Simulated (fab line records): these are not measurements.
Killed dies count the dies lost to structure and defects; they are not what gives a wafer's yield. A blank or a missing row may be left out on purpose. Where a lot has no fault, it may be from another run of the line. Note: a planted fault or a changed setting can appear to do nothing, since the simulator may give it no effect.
Which tool was responsible? | flow n5 finfet | 30 wafers from 10 lots sampled at 4 of the route's 1938 steps

== WHAT EACH GAUGE READ, for each wafer ==
N5_BEOL_M4_RC_MEAS_101. Usual: DIBL_N 36.4 mV/V, standard deviation 1.7; DIBL_P 36.4 mV/V, standard deviation 2.1; IOFF_N 0.16 nA/um, standard deviation 0.035; IOFF_P 0.21 nA/um, standard deviation 0.035; ION_N 680 uA/um, standard deviation 11; ION_P 465 uA/um, standard deviation 6.8; SS_N 71.5 mV/dec, standard deviation 0.58; SS_P 73.2 mV/dec, standard deviation 0.72; VT_N 249 mV, standard deviation 3.6; VT_P -250 mV, standard deviation 3.1.
lot  | measured     | on        | DIBL_N (mV/V)  | DIBL_P (mV/V)  | IOFF_N (nA/um) | IOFF_P (nA/um) | ION_N (uA/um) | ION_P (uA/um) | SS_N (mV/dec)  | SS_P (mV/dec)  | VT_N (mV)   | VT_P (mV)      | flag
L149 | day 8 13:37  | prober-01 | 36.0 35.2 37.9 | 37.7 36.5 39.5 | 0.17 0.16 0.22 | 0.24 0.22 0.28 | 685 686 693   | 469 471 476   | 71.2 71.3 72.1 | 73.6 73.5 74.4 | 248 249 247 | -250 -250 -246 |
L151 | day 9 21:58  | prober-02 | 35.7 34.6 36.0 | 37.8 35.9 37.8 | 0.17 0.14 0.18 | 0.19 0.17 0.20 | 678 662 680   | 457 451 459   | 71.7 71.5 71.9 | 73.8 73.2 74.4 | 250 252 247 | -254 -256 -251 |
L153 | day 9 22:27  | prober-01 | 36.3 34.1 36.1 | 35.4 33.1 35.0 | 0.15 0.13 0.15 | 0.22 0.19 0.22 | 689 670 683   | 472 466 474   | 71.8 71.3 71.7 | 73.4 72.8 73.1 | 252 252 252 | -248 -246 -246 |
L154 | day 10 00:14 | prober-02 | 36.7 32.4 36.7 | 38.2 33.1 37.7 | 0.19 0.12 0.19 | 0.24 0.16 0.23 | 682 671 682   | 472 461 465   | 72.0 71.7 71.5 | 74.0 72.1 73.9 | 244 254 246 | -249 -253 -250 |
L156 | day 10 02:14 | prober-02 | 36.5 38.0 40.3 | 36.4 39.3 42.2 | 0.14 0.19 0.24 | 0.19 0.24 0.30 | 686 693 701   | 472 474 475   | 72.0 71.2 72.4 | 73.6 73.5 74.3 | 251 249 244 | -252 -249 -245 |
L159 | day 11 07:11 | prober-01 | 35.3 35.7 36.4 | 34.5 34.5 34.9 | 0.14 0.15 0.16 | 0.18 0.20 0.20 | 679 679 678   | 463 461 459   | 71.1 71.2 71.6 | 72.3 72.8 73.1 | 250 248 247 | -252 -249 -252 |
L168 | day 13 05:23 | prober-02 | 39.5 37.7 41.5 | 40.4 37.7 42.8 | 0.24 0.19 0.31 | 0.28 0.23 0.32 | 686 702 717   | 463 471 480   | 73.2 71.0 72.9 | 74.5 73.2 75.0 | 243 243 239 | -247 -249 -245 |
L166 | day 13 08:45 | prober-01 | 36.3 38.7 38.8 | 34.1 36.9 36.5 | 0.15 0.20 0.21 | 0.21 0.25 0.24 | 680 689 686   | 469 472 465   | 71.4 72.1 71.3 | 73.1 73.9 73.6 | 249 247 247 | -249 -248 -248 |
L167 | day 13 14:23 | prober-01 | 36.7 35.4 35.4 | 38.0 35.9 36.5 | 0.19 0.17 0.18 | 0.23 0.19 0.19 | 681 684 690   | 460 460 466   | 71.7 71.5 71.6 | 73.4 73.1 73.5 | 245 246 248 | -249 -253 -254 |
L170 | day 13 21:46 | prober-01 | 36.0 34.6 38.6 | 36.2 33.8 39.1 | 0.16 0.12 0.21 | 0.23 0.19 0.28 | 678 665 692   | 470 464 469   | 71.7 71.1 72.3 | 72.8 72.1 74.4 | 248 252 247 | -249 -251 -247 |

== TOOL THAT RAN EACH LOT (tool first, then ch and the chambers of the sampled wafers, then the start) ==
lot  | N5_BEOL_M4_SPUTTER_88        | N5_BEOL_M4_ANNEAL_51             | N5_BEOL_M4_CO_CAP_55
L149 | pvd sputter-03, day 8 11:38  | rtp anneal-02 ch 0, day 8 12:43  | cvd co-01 ch 0,1,2, day 8 13:23
L151 | pvd sputter-01, day 9 19:59  | rtp anneal-02 ch 0, day 9 21:03  | cvd co-02 ch 0,1,2, day 9 21:43
L153 | pvd sputter-02, day 9 20:19  | rtp anneal-01 ch 0, day 9 21:26  | cvd co-02 ch 0,2, day 9 22:04
L154 | pvd sputter-02, day 9 22:15  | rtp anneal-02 ch 0, day 9 23:20  | cvd co-02 ch 0,1, day 9 23:59
L156 | pvd sputter-02, day 10 00:08 | rtp anneal-02 ch 0, day 10 01:13 | cvd co-02 ch 0,2, day 10 02:00
L159 | pvd sputter-01, day 11 04:54 | rtp anneal-01 ch 0, day 11 06:04 | cvd co-02 ch 0,2, day 11 06:39
L168 | pvd sputter-02, day 13 03:14 | rtp anneal-02 ch 0, day 13 04:22 | cvd co-01 ch 1,2, day 13 05:00
L166 | pvd sputter-01, day 13 06:46 | rtp anneal-01 ch 0, day 13 07:51 | cvd co-01 ch 0,2, day 13 08:31
L167 | pvd sputter-01, day 13 12:25 | rtp anneal-01 ch 0, day 13 13:29 | cvd co-01 ch 0,1, day 13 14:10
L170 | pvd sputter-03, day 13 19:29 | rtp anneal-01 ch 0, day 13 20:39 | cvd co-02 ch 0,1,2, day 13 21:14
- N5_BEOL_M4_SPUTTER_88: material Cu, target thk 4.5 nm, time 8.29 s.
- N5_BEOL_M4_ANNEAL_51: time 90 s.
- N5_BEOL_M4_CO_CAP_55: material Co, precursor CCTBA/H2, target thk 2 nm, time 102.1 s.

== WHAT THE TOOLS THEMSELVES READ (means of the sampled wafers that have a number; where no wafer has one, the mark that the record gives instead) ==
N5_BEOL_M4_SPUTTER_88. Usual: chuck sensor temp C -16.1 C, standard deviation 0.44; throttle valve pct 29.4 %, standard deviation 1.2.
lot  | tool           | chuck sensor temp C (C) | throttle valve pct (%) | flag
L149 | pvd sputter-03 | -15.9                   | 30.1                   |
L151 | pvd sputter-01 | -16.4                   | 28.9                   |
L153 | pvd sputter-02 | -15.9                   | 28.8                   |
L154 | pvd sputter-02 | -16.3                   | 29.0                   |
L156 | pvd sputter-02 | -15.5                   | 30.2                   |
L159 | pvd sputter-01 | -16.3                   | 28.9                   |
L168 | pvd sputter-02 | -16.5                   | 30.4                   |
L166 | pvd sputter-01 | -16.5                   | 30.0                   |
L167 | pvd sputter-01 | -16.3                   | 29.1                   |
L170 | pvd sputter-03 | -15.8                   | 29.1                   |

N5_BEOL_M4_ANNEAL_51. Usual: wafer_temp_C_max 226.4, standard deviation 0.33.
lot  | tool          | wafer_temp_C_max | flag
L149 | rtp anneal-02 | 226.6            |
L151 | rtp anneal-02 | 226.6            |
L153 | rtp anneal-01 | 226.4            |
L154 | rtp anneal-02 | 226.4            |
L156 | rtp anneal-02 | 226.6            |
L159 | rtp anneal-01 | 226.2            |
L168 | rtp anneal-02 | 226.1            |
L166 | rtp anneal-01 | 226.3            |
L167 | rtp anneal-01 | 226.3            |
L170 | rtp anneal-01 | 226.7            |

N5_BEOL_M4_CO_CAP_55. Usual: heater power w 233 W, standard deviation 11; run length s 125.1 s, standard deviation 0.49.
lot  | tool      | heater power w (W) | run length s (s) | flag
L149 | cvd co-01 | 233                | 125.2            |
L151 | cvd co-02 | 237                | 124.8            |
L153 | cvd co-02 | 232                | 124.4            |
L154 | cvd co-02 | 231                | 124.7            |
L156 | cvd co-02 | 231                | 96.3             | OFF
L159 | cvd co-02 | 237                | 96.1             | OFF
L168 | cvd co-01 | 233                | 125.2            |
L166 | cvd co-01 | 244                | 125.1            |
L167 | cvd co-01 | 229                | 125.6            |
L170 | cvd co-02 | 234                | 124.6            |

== THE ANSWER, worked out from the rows above alone ==
Rule: lot off if the mean of its wafers having a number is beyond 3 standard deviations from the usual mean. Also off: a lot with no number at a reading for which 4 or more lots have one. The other lots that the step has rows for count as sound. Order of review: gauges by route order, followed by the tools' own readings, for which a lot's mean as printed above is used. At the first step where some lot is off, the reading lying furthest off is the one used; lots without a number count as furthest.
Off at N5_BEOL_M4_CO_CAP_55 (run length s): L156, L159.
A tool fits if, at that step or a process step before it, it ran every lot that is off, and no sound lot after the first of them. None of those tried fits.

== WHAT WAS PUT IN BY THE SIMULATOR ==
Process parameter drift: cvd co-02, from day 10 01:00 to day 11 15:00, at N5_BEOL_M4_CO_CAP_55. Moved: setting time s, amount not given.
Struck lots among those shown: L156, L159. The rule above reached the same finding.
